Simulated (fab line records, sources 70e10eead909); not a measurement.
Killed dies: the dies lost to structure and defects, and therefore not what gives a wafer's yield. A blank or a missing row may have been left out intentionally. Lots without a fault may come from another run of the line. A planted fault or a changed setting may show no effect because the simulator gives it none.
fab line records -- flow nandHarc
[record] lots = 24, wafers = 72, lastDay = 33
route steps=1302 shown A_CONTACT@985
lots with no fault: from the same line, run without faults
startH: start of the lot's first displayed wafer, in hours after the record's first day -- waitH: hours from the lot's prior step to this one -- " same as the row above -- L1.1+2: one row covering several wafers at once -- - no value present, or no start provided -- * or withheld: withheld -- < > ~ a bound
route shown NAME@n: names a module that has steps shown in the file, with the first one's number in the route -- usual: mean and standard deviation over wafers with no fault -- same: alike in all rows -- chamber/n: place in a boat -- sites: each site's reading -- _std_site: the standard deviation of these -- _edge_site: the outer-site mean with the inner-site mean subtracted -- radiusMm: for every site, how far away it sits from the centre of the wafer -- mask NAME#n: copy n -- behind: the last tool/chamber to shape the wafer -- hold: the reason the lot was held/the length of the hold in hours/how it ended -- device: the transistor (n, p or np) that didn't switch -- end of line: at the end of the route, the tests of the same wafers -- a step with no rows: only its recipe -- killed: dies lost to structure and defects at the first sort, not the wafer's yield -- map: per-die view of a wafer (x killed, . not killed, _ where there is no die)
set.NAME: the setting as run; set.NAME@STEP: as run at that earlier step -- model.NAME: the simulator's own value behind a step, which no gauge read
route steps across a sampled set of lots; one table per step, one row per wafer
services: a tool's chamber out of use, with start hour (startH, from the record's first day; less than 0 if before it), hours out, and reason
[[steps]]
[step NHARC_A_CONTACT_DEP_28]
[recipe] targetThkA = 70000, tempC = 400, material = aC
[usual] susceptorTempC = 399.99/0.22, throttleValvePct = 35.000/0.0082
lot.wafer,tool,chamber,startH,waitH,susceptorTempC,throttleValvePct
L074.2,aclDep-02,0,480.31,0.8,400.07,35.012
L074.4,aclDep-02,0,481.72,2.2,399.75,35.007
L074.6,aclDep-02,0,483.13,3.6,400.16,35.000
L076.2,aclDep-02,0,489.58,0.8,-,34.996
L076.3,aclDep-02,0,489.58,0.8,-,35.006
L076.5,aclDep-02,0,491.68,2.9,-,35.005
L075.2,aclDep-03,0,502.53,1.1,400.11,34.998
L075.4,aclDep-03,0,503.94,2.5,399.88,35.009
L075.6,aclDep-03,0,505.35,3.9,400.15,34.992
L077.1,aclDep-03,0,508.87,0.1,400.19,35.012
L077.3,aclDep-03,0,510.28,1.5,400.46,34.992
L077.4,aclDep-03,0,510.28,1.5,400.16,35.008
L078.1,aclDep-03,0,517.15,0.1,-,34.999
L078.5,aclDep-03,0,519.94,2.8,-,34.995
L078.6,aclDep-03,0,519.94,2.8,-,34.981
L079.2,aclDep-01,0,526.09,0.8,399.92,35.004
L079.5,aclDep-01,0,528.20,2.9,400.08,34.996
L079.6,aclDep-01,0,528.20,2.9,399.95,35.001
L081.1,aclDep-03,0,557.50,1.5,-,35.008
L081.3,aclDep-03,0,558.89,2.9,-,34.987
L081.6,aclDep-03,0,560.98,5.0,-,35.003
L080.1,aclDep-01,0,566.52,0.1,-,34.997
L080.2,aclDep-01,0,566.52,0.1,-,34.994
L080.3,aclDep-01,0,566.52,0.1,-,34.995
L082.2,aclDep-03,0,573.41,1.9,-,34.998
L082.4,aclDep-03,0,574.80,3.3,-,34.998
L082.6,aclDep-03,0,576.18,4.7,-,34.999
L083.2,aclDep-02,0,575.43,0.8,400.08,34.997
L083.4,aclDep-02,0,576.88,2.2,400.11,34.990
L083.5,aclDep-02,0,576.88,2.2,399.95,35.005
L085.1,aclDep-01,0,587.24,1.0,-,34.993
L085.2,aclDep-01,0,587.24,1.0,-,35.019
L085.6,aclDep-01,0,590.72,4.5,-,34.987
L084.1,aclDep-01,0,591.56,0.1,-,35.004
L084.3,aclDep-01,0,592.96,1.5,-,34.994
L084.6,aclDep-01,0,595.05,3.5,-,35.022
L086.4,aclDep-02,0,601.95,3.7,-,34.986
L086.5,aclDep-02,0,601.95,3.7,-,34.992
L086.6,aclDep-02,0,601.95,3.7,-,35.012
L090.1,aclDep-02,0,630.13,0.1,400.03,35.014
L090.4,aclDep-02,0,632.28,2.2,399.73,34.990
L090.6,aclDep-02,0,633.72,3.6,399.56,35.006
L088.1,aclDep-01,0,630.15,0.1,399.85,34.997
L088.3,aclDep-01,0,631.57,1.5,399.56,34.997
L088.5,aclDep-01,0,632.98,2.9,399.53,35.004
L087.3,aclDep-03,0,634.53,4.3,399.94,34.987
L087.5,aclDep-03,0,635.96,5.7,400.17,34.992
L087.6,aclDep-03,0,635.96,5.7,400.28,34.995
L089.2,aclDep-01,0,643.66,0.8,399.83,35.002
L089.4,aclDep-01,0,645.08,2.2,399.49,34.992
L089.6,aclDep-01,0,646.51,3.6,399.89,34.988
L092.1,aclDep-01,0,652.28,1.1,-,34.996
L092.3,aclDep-01,0,653.67,2.5,-,34.992
L092.5,aclDep-01,0,655.07,3.9,-,34.992
L091.2,aclDep-02,0,653.73,2.4,399.90,34.998
L091.5,aclDep-02,0,655.87,4.5,400.01,35.004
L091.6,aclDep-02,0,655.87,4.5,400.04,35.018
L093.3,aclDep-02,0,671.26,5.4,399.98,35.007
L093.4,aclDep-02,0,671.26,5.4,399.94,34.997
L093.5,aclDep-02,0,671.26,5.4,400.17,34.995
L095.1,aclDep-01,0,684.96,2.8,400.04,35.001
L095.2,aclDep-01,0,684.96,2.8,400.40,34.999
L095.6,aclDep-01,0,688.49,6.3,400.68,34.992
L094.3,aclDep-02,0,687.23,4.8,400.28,35.005
L094.5,aclDep-02,0,688.64,6.2,400.31,35.012
L094.6,aclDep-02,0,688.64,6.2,400.04,35.008
L096.2,aclDep-01,0,704.60,3.3,399.90,35.001
L096.5,aclDep-01,0,706.71,5.4,400.01,35.010
L096.6,aclDep-01,0,706.71,5.4,399.63,34.991
L097.3,aclDep-02,0,705.38,3.9,399.75,34.995
L097.4,aclDep-02,0,705.38,3.9,399.89,34.993
L097.6,aclDep-02,0,707.55,6.1,399.99,34.995
[step NHARC_A_CONTACT_ETCH_111]
[recipe] sourceW = withheld, pressureMtorr = 20, biasV = withheld, timeS = 140, targetDepthA = 7000, arFlowSccm = withheld, c4f8FlowSccm = withheld, o2FlowSccm = withheld, chemistry = C4F8/O2/Ar
lot.wafer,tool,chamber,startH,waitH,rfHoursCounterH
L074.2,harCapEtch-03,1,486.63,-,39
L074.4,harCapEtch-03,0,486.63,-,-
L074.6,harCapEtch-03,0,486.63,-,-
L076.2,harCapEtch-01,1,495.87,-,127
L076.3,harCapEtch-01,0,495.87,-,-
L076.5,harCapEtch-01,0,495.87,-,-
L075.2,harCapEtch-03,1,508.81,-,46
L075.4,harCapEtch-03,1,508.81,-,-
L075.6,harCapEtch-03,1,508.81,-,-
L077.1,harCapEtch-03,0,515.74,-,48
L077.4,harCapEtch-03,0,515.74,-,-
L077.3,harCapEtch-03,1,515.74,-,-
L078.1,harCapEtch-01,0,525.04,-,1
L078.6,harCapEtch-01,1,525.04,-,-
L078.5,harCapEtch-01,0,525.04,-,-
L079.2,harCapEtch-01,1,532.41,-,4
L079.6,harCapEtch-01,0,532.41,-,-
L079.5,harCapEtch-01,1,532.41,-,-
L081.1,harCapEtch-01,0,564.67,-,8
L081.3,harCapEtch-01,0,564.67,-,-
L081.6,harCapEtch-01,1,564.67,-,-
L080.1,harCapEtch-02,1,573.79,-,97
L080.2,harCapEtch-02,0,573.79,-,97
L080.3,harCapEtch-02,1,573.79,-,-
L082.2,harCapEtch-01,1,579.87,-,10
L082.4,harCapEtch-01,0,579.87,-,-
L082.6,harCapEtch-01,0,579.87,-,-
L083.2,harCapEtch-02,0,581.82,-,100
L083.4,harCapEtch-02,1,581.82,-,-
L083.5,harCapEtch-02,1,581.82,-,-
L085.1,harCapEtch-03,0,594.17,-,60
L085.2,harCapEtch-03,1,594.17,-,60
L085.6,harCapEtch-03,1,594.17,-,-
L084.1,harCapEtch-02,1,598.62,-,103
L084.3,harCapEtch-02,0,598.62,-,-
L084.6,harCapEtch-02,0,598.62,-,-
L086.4,harCapEtch-02,0,607.26,-,-
L086.5,harCapEtch-02,0,607.26,-,-
L086.6,harCapEtch-02,1,607.26,-,-
L088.1,harCapEtch-02,0,637.04,-,110
L088.3,harCapEtch-02,1,637.04,-,-
L088.5,harCapEtch-02,1,637.04,-,-
L090.1,harCapEtch-03,0,637.34,-,66
L090.4,harCapEtch-03,0,637.34,-,-
L090.6,harCapEtch-03,0,637.34,-,-
L087.3,harCapEtch-01,0,640.23,-,-
L087.6,harCapEtch-01,1,640.23,-,-
L087.5,harCapEtch-01,0,640.23,-,-
L089.2,harCapEtch-01,0,650.00,-,24
L089.4,harCapEtch-01,1,650.00,-,-
L089.6,harCapEtch-01,0,650.00,-,-
L092.1,harCapEtch-03,1,659.14,-,72
L092.3,harCapEtch-03,0,659.14,-,-
L092.5,harCapEtch-03,1,659.14,-,-
L091.2,harCapEtch-02,0,660.38,-,115
L091.6,harCapEtch-02,0,660.38,-,-
L091.5,harCapEtch-02,1,660.38,-,-
L093.3,harCapEtch-02,1,676.85,-,-
L093.4,harCapEtch-02,0,676.85,-,-
L093.5,harCapEtch-02,1,676.85,-,-
L095.1,harCapEtch-01,1,692.06,-,32
L095.2,harCapEtch-01,0,692.06,-,32
L095.6,harCapEtch-01,0,692.06,-,-
L094.3,harCapEtch-03,1,692.79,-,-
L094.5,harCapEtch-03,0,692.79,-,-
L094.6,harCapEtch-03,1,692.79,-,-
L096.2,harCapEtch-02,1,710.90,-,125
L096.6,harCapEtch-02,0,710.90,-,-
L096.5,harCapEtch-02,1,710.90,-,-
L097.4,harCapEtch-01,0,711.10,-,-
L097.3,harCapEtch-01,1,711.10,-,-
L097.6,harCapEtch-01,0,711.10,-,-
[step NHARC_A_CONTACT_ETCH_113]
[recipe] sourceW = withheld, pressureMtorr = 20, biasV = 3000, timeS = 190, targetDepthA = 18500, arFlowSccm = withheld, c4f8FlowSccm = withheld, o2FlowSccm = withheld, chemistry = C4F8/O2/Ar
lot.wafer,tool,chamber,startH,waitH,rfHoursCounterH
L074.2,harCapEtch-03,1,487.00,0.1,39
L074.4,harCapEtch-03,0,487.00,0.1,-
L074.6,harCapEtch-03,0,487.00,0.1,-
L076.2,harCapEtch-01,1,496.23,0.1,127
L076.3,harCapEtch-01,0,496.23,0.1,-
L076.5,harCapEtch-01,0,496.23,0.1,-
L075.2,harCapEtch-03,1,509.19,0.1,46
L075.4,harCapEtch-03,1,509.19,0.1,-
L075.6,harCapEtch-03,1,509.19,0.1,-
L077.1,harCapEtch-03,0,516.12,0.1,48
L077.4,harCapEtch-03,0,516.12,0.1,-
L077.3,harCapEtch-03,1,516.12,0.1,-
L078.1,harCapEtch-01,0,525.40,0.1,2
L078.6,harCapEtch-01,1,525.40,0.1,-
L078.5,harCapEtch-01,0,525.40,0.1,-
L079.2,harCapEtch-01,1,532.77,0.1,4
L079.6,harCapEtch-01,0,532.77,0.1,-
L079.5,harCapEtch-01,1,532.77,0.1,-
L081.1,harCapEtch-01,0,565.04,0.1,8
L081.3,harCapEtch-01,0,565.04,0.1,-
L081.6,harCapEtch-01,1,565.04,0.1,-
L080.1,harCapEtch-02,1,574.16,0.1,98
L080.2,harCapEtch-02,0,574.16,0.1,98
L080.3,harCapEtch-02,1,574.16,0.1,-
L082.2,harCapEtch-01,1,580.23,0.1,10
L082.4,harCapEtch-01,0,580.23,0.1,-
L082.6,harCapEtch-01,0,580.23,0.1,-
L083.2,harCapEtch-02,0,582.19,0.1,100
L083.4,harCapEtch-02,1,582.19,0.1,-
L083.5,harCapEtch-02,1,582.19,0.1,-
L085.1,harCapEtch-03,0,594.54,0.1,60
L085.2,harCapEtch-03,1,594.54,0.1,60
L085.6,harCapEtch-03,1,594.54,0.1,-
L084.1,harCapEtch-02,1,598.99,0.1,104
L084.3,harCapEtch-02,0,598.99,0.1,-
L084.6,harCapEtch-02,0,598.99,0.1,-
L086.4,harCapEtch-02,0,607.62,0.1,-
L086.5,harCapEtch-02,0,607.62,0.1,-
L086.6,harCapEtch-02,1,607.62,0.1,-
L088.1,harCapEtch-02,0,637.41,0.1,110
L088.3,harCapEtch-02,1,637.41,0.1,-
L088.5,harCapEtch-02,1,637.41,0.1,-
L090.1,harCapEtch-03,0,637.71,0.1,67
L090.4,harCapEtch-03,0,637.71,0.1,-
L090.6,harCapEtch-03,0,637.71,0.1,-
L087.3,harCapEtch-01,0,640.58,0.1,-
L087.6,harCapEtch-01,1,640.58,0.1,-
L087.5,harCapEtch-01,0,640.58,0.1,-
L089.2,harCapEtch-01,0,650.37,0.1,24
L089.4,harCapEtch-01,1,650.37,0.1,-
L089.6,harCapEtch-01,0,650.37,0.1,-
L092.1,harCapEtch-03,1,659.51,0.1,73
L092.3,harCapEtch-03,0,659.51,0.1,-
L092.5,harCapEtch-03,1,659.51,0.1,-
L091.2,harCapEtch-02,0,660.75,0.1,115
L091.6,harCapEtch-02,0,660.75,0.1,-
L091.5,harCapEtch-02,1,660.75,0.1,-
L093.3,harCapEtch-02,1,677.21,0.1,-
L093.4,harCapEtch-02,0,677.21,0.1,-
L093.5,harCapEtch-02,1,677.21,0.1,-
L095.1,harCapEtch-01,1,692.43,0.1,33
L095.2,harCapEtch-01,0,692.43,0.1,33
L095.6,harCapEtch-01,0,692.43,0.1,-
L094.3,harCapEtch-03,1,693.14,0.1,-
L094.5,harCapEtch-03,0,693.14,0.1,-
L094.6,harCapEtch-03,1,693.14,0.1,-
L096.2,harCapEtch-02,1,711.27,0.1,125
L096.6,harCapEtch-02,0,711.27,0.1,-
L096.5,harCapEtch-02,1,711.27,0.1,-
L097.4,harCapEtch-01,0,711.46,0.1,-
L097.3,harCapEtch-01,1,711.46,0.1,-
L097.6,harCapEtch-01,0,711.46,0.1,-
[step NHARC_A_CONTACT_ETCH_125]
[recipe] sourceW = withheld, pressureMtorr = 20, biasV = 3000, timeS = 197, targetDepthA = 19180, arFlowSccm = withheld, c4f8FlowSccm = withheld, o2FlowSccm = withheld, chemistry = C4F8/O2/Ar
lot.wafer,tool,chamber,startH,waitH,rfHoursCounterH
L074.2,harCapEtch-02,0,499.91,0.2,85
L074.4,harCapEtch-02,0,499.91,0.2,-
L074.6,harCapEtch-02,1,499.91,0.2,-
L076.2,harCapEtch-02,0,506.02,0.2,87
L076.3,harCapEtch-02,0,506.02,0.2,-
L076.5,harCapEtch-02,1,506.02,0.2,-
L075.2,harCapEtch-02,0,518.88,0.2,91
L075.4,harCapEtch-02,0,518.88,0.2,-
L075.6,harCapEtch-02,0,518.88,0.2,-
L077.1,harCapEtch-03,1,526.50,0.2,51
L077.4,harCapEtch-03,0,526.50,0.2,-
L077.3,harCapEtch-03,1,526.50,0.2,-
L078.1,harCapEtch-02,0,536.05,0.2,95
L078.5,harCapEtch-02,0,536.05,0.2,-
L078.6,harCapEtch-02,1,536.05,0.2,-
L079.2,harCapEtch-01,0,542.57,0.2,6
L079.6,harCapEtch-01,1,542.57,0.2,-
L079.5,harCapEtch-01,0,542.57,0.2,-
L081.1,harCapEtch-03,1,575.41,0.2,55
L081.3,harCapEtch-03,1,575.41,0.2,-
L081.6,harCapEtch-03,1,575.41,0.2,-
L080.2,harCapEtch-01,1,584.53,0.2,12
L080.1,harCapEtch-01,0,584.53,0.2,12
L080.3,harCapEtch-01,0,584.53,0.2,-
L082.2,harCapEtch-03,1,589.99,0.2,58
L082.4,harCapEtch-03,0,589.99,0.2,-
L082.6,harCapEtch-03,1,589.99,0.2,-
L083.2,harCapEtch-01,0,593.05,0.2,14
L083.4,harCapEtch-01,0,593.05,0.2,-
L083.5,harCapEtch-01,1,593.05,0.2,-
L085.2,harCapEtch-01,1,606.20,0.2,17
L085.1,harCapEtch-01,0,606.20,0.2,17
L085.6,harCapEtch-01,1,606.20,0.2,-
L084.1,harCapEtch-03,1,611.35,0.2,63
L084.3,harCapEtch-03,1,611.35,0.2,-
L084.6,harCapEtch-03,0,611.35,0.2,-
L086.4,harCapEtch-02,1,617.41,0.2,-
L086.6,harCapEtch-02,0,617.41,0.2,-
L086.5,harCapEtch-02,1,617.41,0.2,-
L090.1,harCapEtch-03,0,647.46,0.2,69
L090.4,harCapEtch-03,1,647.46,0.2,-
L090.6,harCapEtch-03,0,647.46,0.2,-
L088.1,harCapEtch-02,1,647.88,0.2,112
L088.3,harCapEtch-02,1,647.88,0.2,-
L088.5,harCapEtch-02,0,647.88,0.2,-
L087.3,harCapEtch-03,1,653.21,0.2,-
L087.5,harCapEtch-03,0,653.21,0.2,-
L087.6,harCapEtch-03,1,653.21,0.2,-
L089.2,harCapEtch-01,0,662.58,0.2,28
L089.4,harCapEtch-01,0,662.58,0.2,-
L089.6,harCapEtch-01,1,662.58,0.2,-
L092.1,harCapEtch-02,0,669.41,0.2,118
L092.3,harCapEtch-02,1,669.41,0.2,-
L092.5,harCapEtch-02,1,669.41,0.2,-
L091.2,harCapEtch-01,1,674.23,0.2,29
L091.5,harCapEtch-01,1,674.23,0.2,-
L091.6,harCapEtch-01,0,674.23,0.2,-
L093.3,harCapEtch-02,1,689.48,0.2,-
L093.4,harCapEtch-02,0,689.48,0.2,-
L093.5,harCapEtch-02,1,689.48,0.2,-
L095.1,harCapEtch-01,0,702.05,0.2,35
L095.2,harCapEtch-01,1,702.05,0.2,35
L095.6,harCapEtch-01,1,702.05,0.2,-
L094.3,harCapEtch-03,0,704.14,0.2,-
L094.5,harCapEtch-03,0,704.14,0.2,-
L094.6,harCapEtch-03,1,704.14,0.2,-
L096.2,harCapEtch-02,1,720.98,0.2,127
L096.6,harCapEtch-02,1,720.98,0.2,-
L096.5,harCapEtch-02,0,720.98,0.2,-
L097.4,harCapEtch-01,0,721.18,0.2,-
L097.3,harCapEtch-01,1,721.18,0.2,-
L097.6,harCapEtch-01,1,721.18,0.2,-
[step NHARC_A_CONTACT_ETCH_131]
[recipe] sourceW = withheld, pressureMtorr = 20, biasV = 3000, timeS = 197, targetDepthA = 19180, arFlowSccm = withheld, c4f8FlowSccm = withheld, o2FlowSccm = withheld, chemistry = C4F8/O2/Ar
lot.wafer,tool,chamber,startH,waitH,rfHoursCounterH
L074.2,harCapEtch-02,0,500.98,0.1,86
L074.4,harCapEtch-02,0,500.98,0.1,-
L074.6,harCapEtch-02,1,500.98,0.1,-
L076.2,harCapEtch-02,0,507.43,0.2,88
L076.3,harCapEtch-02,0,507.43,0.2,-
L076.5,harCapEtch-02,1,507.43,0.2,-
L075.2,harCapEtch-02,0,519.95,0.1,92
L075.4,harCapEtch-02,0,519.95,0.1,-
L075.6,harCapEtch-02,0,519.95,0.1,-
L077.1,harCapEtch-03,1,527.55,0.1,52
L077.4,harCapEtch-03,0,527.55,0.1,-
L077.3,harCapEtch-03,1,527.55,0.1,-
L078.1,harCapEtch-02,0,537.11,0.1,95
L078.5,harCapEtch-02,0,537.11,0.1,-
L078.6,harCapEtch-02,1,537.11,0.1,-
L079.2,harCapEtch-01,0,543.63,0.1,7
L079.6,harCapEtch-01,1,543.63,0.1,-
L079.5,harCapEtch-01,0,543.63,0.1,-
L081.1,harCapEtch-03,1,576.47,0.1,56
L081.3,harCapEtch-03,1,576.47,0.1,-
L081.6,harCapEtch-03,1,576.47,0.1,-
L080.2,harCapEtch-01,1,585.59,0.1,13
L080.1,harCapEtch-01,0,585.59,0.1,13
L080.3,harCapEtch-01,0,585.59,0.1,-
L082.2,harCapEtch-03,1,591.06,0.1,59
L082.4,harCapEtch-03,0,591.06,0.1,-
L082.6,harCapEtch-03,1,591.06,0.1,-
L083.2,harCapEtch-01,0,594.10,0.1,15
L083.4,harCapEtch-01,0,594.10,0.1,-
L083.5,harCapEtch-01,1,594.10,0.1,-
L085.2,harCapEtch-01,1,607.27,0.1,18
L085.1,harCapEtch-01,0,607.27,0.1,18
L085.6,harCapEtch-01,1,607.27,0.1,-
L084.1,harCapEtch-03,1,612.41,0.1,64
L084.3,harCapEtch-03,1,612.41,0.1,-
L084.6,harCapEtch-03,0,612.41,0.1,-
L086.4,harCapEtch-02,1,618.46,0.1,-
L086.6,harCapEtch-02,0,618.46,0.1,-
L086.5,harCapEtch-02,1,618.46,0.1,-
L090.1,harCapEtch-03,0,648.52,0.1,70
L090.4,harCapEtch-03,1,648.52,0.1,-
L090.6,harCapEtch-03,0,648.52,0.1,-
L088.1,harCapEtch-02,1,649.29,0.2,113
L088.3,harCapEtch-02,1,649.29,0.2,-
L088.5,harCapEtch-02,0,649.29,0.2,-
L087.3,harCapEtch-03,1,654.26,0.1,-
L087.5,harCapEtch-03,0,654.26,0.1,-
L087.6,harCapEtch-03,1,654.26,0.1,-
L089.2,harCapEtch-01,0,663.64,0.1,29
L089.4,harCapEtch-01,0,663.64,0.1,-
L089.6,harCapEtch-01,1,663.64,0.1,-
L092.1,harCapEtch-02,0,670.47,0.1,119
L092.3,harCapEtch-02,1,670.47,0.1,-
L092.5,harCapEtch-02,1,670.47,0.1,-
L091.2,harCapEtch-01,1,675.29,0.1,30
L091.5,harCapEtch-01,1,675.29,0.1,-
L091.6,harCapEtch-01,0,675.29,0.1,-
L093.3,harCapEtch-02,1,690.53,0.1,-
L093.4,harCapEtch-02,0,690.53,0.1,-
L093.5,harCapEtch-02,1,690.53,0.1,-
L095.1,harCapEtch-01,0,703.11,0.1,36
L095.2,harCapEtch-01,1,703.11,0.1,36
L095.6,harCapEtch-01,1,703.11,0.1,-
L094.3,harCapEtch-03,0,705.19,0.1,-
L094.5,harCapEtch-03,0,705.19,0.1,-
L094.6,harCapEtch-03,1,705.19,0.1,-
L096.2,harCapEtch-02,1,722.04,0.1,128
L096.6,harCapEtch-02,1,722.04,0.1,-
L096.5,harCapEtch-02,0,722.04,0.1,-
L097.4,harCapEtch-01,0,722.25,0.1,-
L097.3,harCapEtch-01,1,722.25,0.1,-
L097.6,harCapEtch-01,1,722.25,0.1,-
[step NHARC_A_CONTACT_ETCH_97]
[recipe] targetDepthA = 200, overEtchFrac = 0.5, timeS = 10, ionEnergyEv = 250, c4f6FlowSccm = 25, o2FlowSccm = 20, arFlowSccm = 500, rfW = 600, biasW = 500, chemistry = C4F6/O2
[usual] c4f6FlowSccm = 25.01/0.076, drypumpMotorCurrentA = 5.6/0.56, oesProductAu = 0.956/0.023, rfVppV = 548/3.8, showerheadPlenumPTorr = 3.98/0.18, throttleValvePct = 26.904/0.0093
lot.wafer,tool,chamber,startH,waitH,c4f6FlowSccm,drypumpMotorCurrentA,oesProductAu,rfHoursCounterH,rfVppV,showerheadPlenumPTorr,throttleValvePct
L074.4,rieDiel-13,3,-,-,24.92,4.8,0.945,23,542,3.71,26.913
L074.2,rieDiel-13,2,-,-,25.00,5.7,0.932,29,552,4.13,26.910
L074.6,rieDiel-13,3,-,-,24.94,4.8,0.935,-,542,3.71,26.897
L076.3,rieDiel-02,1,-,-,24.99,5.4,0.961,36,551,4.13,26.905
L076.2,rieDiel-02,0,-,-,24.99,6.0,0.936,37,541,3.69,26.916
L076.5,rieDiel-02,2,-,-,25.01,6.3,0.955,-,549,4.03,26.905
L075.2,rieDiel-02,0,-,-,24.92,6.0,0.943,42,543,3.69,26.894
L075.4,rieDiel-02,3,-,-,24.91,5.3,0.958,40,546,3.88,26.902
L075.6,rieDiel-02,0,-,-,25.02,6.0,0.951,-,541,3.69,26.883
L077.3,rieDiel-10,3,-,-,25.14,6.8,0.977,30,550,4.05,26.899
L077.1,rieDiel-10,0,-,-,24.83,5.5,0.967,35,550,4.02,26.925
L077.4,rieDiel-10,2,-,-,24.98,5.1,0.973,35,554,4.21,26.908
L078.1,rieDiel-13,0,-,-,25.03,5.1,0.968,2,553,4.23,26.909
L078.5,rieDiel-13,2,-,-,25.16,5.7,0.933,-,552,4.12,26.905
L078.6,rieDiel-13,3,-,-,25.00,4.8,0.954,-,542,3.70,26.912
L079.2,rieDiel-13,3,-,-,25.14,4.8,0.940,3,543,3.70,26.909
L079.5,rieDiel-13,3,-,-,25.06,4.8,0.946,-,544,3.70,26.909
L079.6,rieDiel-13,0,-,-,25.00,5.1,0.951,-,556,4.22,26.882
L081.1,rieDiel-13,3,-,-,25.08,4.8,0.945,7,543,3.70,26.888
L081.3,rieDiel-13,0,-,-,24.93,5.1,0.978,7,553,4.22,26.908
L081.6,rieDiel-13,2,-,-,25.01,5.7,0.935,-,552,4.12,26.907
L080.2,rieDiel-13,3,-,-,24.91,4.8,0.923,11,543,3.70,26.912
L080.1,rieDiel-13,0,-,-,24.98,5.1,0.942,10,553,4.22,26.900
L080.3,rieDiel-13,1,-,-,25.02,5.7,0.931,11,548,3.97,26.900
L082.2,rieDiel-13,1,-,-,24.99,5.7,0.924,13,549,3.97,26.902
L082.4,rieDiel-13,3,-,-,25.05,4.8,0.951,12,541,3.70,26.895
L082.6,rieDiel-13,1,-,-,24.90,5.7,0.916,-,549,3.97,26.899
L083.2,rieDiel-13,2,-,-,25.02,5.7,0.942,13,551,4.12,26.913
L083.4,rieDiel-13,3,-,-,25.02,4.8,0.938,13,542,3.70,26.906
L083.5,rieDiel-13,2,-,-,24.99,5.7,0.939,-,549,4.12,26.906
L085.2,rieDiel-13,0,-,-,25.02,5.1,0.951,14,553,4.22,26.903
L085.1,rieDiel-13,1,-,-,25.12,5.7,0.941,17,548,3.97,26.903
L085.6,rieDiel-13,1,-,-,25.08,5.7,0.936,-,548,3.97,26.892
L084.1,rieDiel-13,0,-,-,25.08,5.1,0.968,16,554,4.22,26.905
L084.3,rieDiel-13,3,-,-,24.97,4.8,0.951,16,541,3.70,26.896
L084.6,rieDiel-13,0,-,-,25.10,5.1,0.983,-,554,4.22,26.899
L086.4,rieDiel-13,2,-,-,24.94,5.7,0.951,18,550,4.11,26.896
L086.5,rieDiel-13,0,-,-,24.89,5.1,0.956,-,553,4.22,26.894
L086.6,rieDiel-13,1,-,-,25.07,5.7,0.933,-,547,3.97,26.897
L090.4,rieDiel-10,0,-,-,24.87,5.5,0.949,11,547,4.00,26.913
L090.1,rieDiel-10,1,-,-,24.90,6.5,0.949,14,541,3.73,26.895
L090.6,rieDiel-10,3,-,-,25.12,6.8,0.964,-,548,4.02,26.876
L088.1,rieDiel-10,0,-,-,25.04,5.5,1.006,12,548,4.00,26.907
L088.3,rieDiel-10,1,-,-,25.09,6.5,0.990,14,542,3.73,26.910
L088.5,rieDiel-10,0,-,-,24.89,5.5,1.000,-,548,4.00,26.898
L087.3,rieDiel-02,3,-,-,25.10,5.3,1.000,27,545,3.85,26.893
L087.6,rieDiel-02,1,-,-,25.00,5.4,1.003,-,551,4.09,26.910
L087.5,rieDiel-02,2,-,-,25.11,6.3,1.002,-,550,4.00,26.906
L089.2,rieDiel-13,1,664.92,0.1,24.97,5.7,0.939,26,548,3.97,26.904
L089.6,rieDiel-13,1,664.92,0.1,24.99,5.7,0.944,-,547,3.97,26.914
L089.4,rieDiel-13,3,664.92,0.1,25.10,4.8,0.948,-,542,3.69,26.899
L092.1,rieDiel-13,1,-,-,25.00,5.7,0.937,27,548,3.97,26.899
L092.3,rieDiel-13,2,-,-,24.88,5.7,0.963,26,550,4.11,26.892
L092.5,rieDiel-13,1,-,-,24.97,5.7,0.931,-,548,3.96,26.901
L091.2,rieDiel-10,3,676.61,0.1,25.02,6.7,1.026,24,549,4.02,26.916
L091.5,rieDiel-10,0,676.61,0.1,25.22,5.5,1.012,-,550,3.99,26.916
L091.6,rieDiel-10,3,676.61,0.1,25.07,6.7,1.012,-,550,4.01,26.900
L093.3,rieDiel-02,2,-,-,25.08,6.3,0.942,40,548,3.99,26.903
L093.4,rieDiel-02,0,-,-,25.09,6.0,0.964,31,541,3.66,26.902
L093.5,rieDiel-02,3,-,-,25.00,5.3,0.949,-,545,3.84,26.905
L095.1,rieDiel-10,2,-,-,24.88,5.1,0.953,34,550,4.16,26.925
L095.2,rieDiel-10,3,-,-,25.06,6.7,0.951,34,548,4.01,26.918
L095.6,rieDiel-10,2,-,-,24.86,5.1,0.950,-,551,4.16,26.902
L094.3,rieDiel-10,3,-,-,24.95,6.7,0.981,34,549,4.01,26.907
L094.6,rieDiel-10,1,-,-,25.05,6.5,0.956,-,543,3.72,26.910
L094.5,rieDiel-10,2,-,-,24.96,5.1,0.962,-,551,4.16,26.897
L096.2,rieDiel-13,2,-,-,25.04,5.7,0.956,3,551,4.10,26.920
L096.6,rieDiel-13,0,-,-,25.10,5.1,0.959,-,554,4.21,26.915
L096.5,rieDiel-13,1,-,-,24.99,5.7,0.927,-,547,3.96,26.911
L097.4,rieDiel-02,0,-,-,25.09,6.0,0.946,39,542,3.66,26.888
L097.3,rieDiel-02,1,-,-,24.90,5.3,0.950,55,550,4.08,26.899
L097.6,rieDiel-02,2,-,-,25.12,6.3,0.924,-,548,3.98,26.887
[[services]]
tool,chamber,startH,hours,kind
rieDiel-13,0,469.43,4.0,repair
aclDep-03,-,484.72,13.0,pm
harCapEtch-02,-,489.88,1.1,repair
harCapEtch-01,-,498.43,17.0,pm
harCapEtch-01,0,498.43,17.0,ventCycle
harCapEtch-01,1,498.43,17.0,ventCycle
harCapEtch-01,0,515.43,-,clean
harCapEtch-01,0,515.43,-,consumableReplace:focusRing
rieDiel-13,-,519.10,9.0,pm
aclDep-01,-,553.13,13.0,pm
rieDiel-10,3,562.48,11.0,repair
rieDiel-13,2,568.16,8.0,repair
rieDiel-10,-,601.03,9.0,pm
rieDiel-02,0,602.62,32.6,repair
aclDep-02,-,605.91,13.0,pm
rieDiel-10,0,633.93,1.8,repair
rieDiel-13,-,657.37,2.3,repair
rieDiel-02,1,662.03,4.3,repair
aclDep-03,-,666.74,13.0,pm
rieDiel-10,1,671.73,10.6,repair
rieDiel-02,1,679.68,2.1,repair
rieDiel-02,2,688.57,2.7,repair
rieDiel-13,-,696.25,9.0,pm
rieDiel-02,-,706.52,0.7,repair
[[key]]
fault none
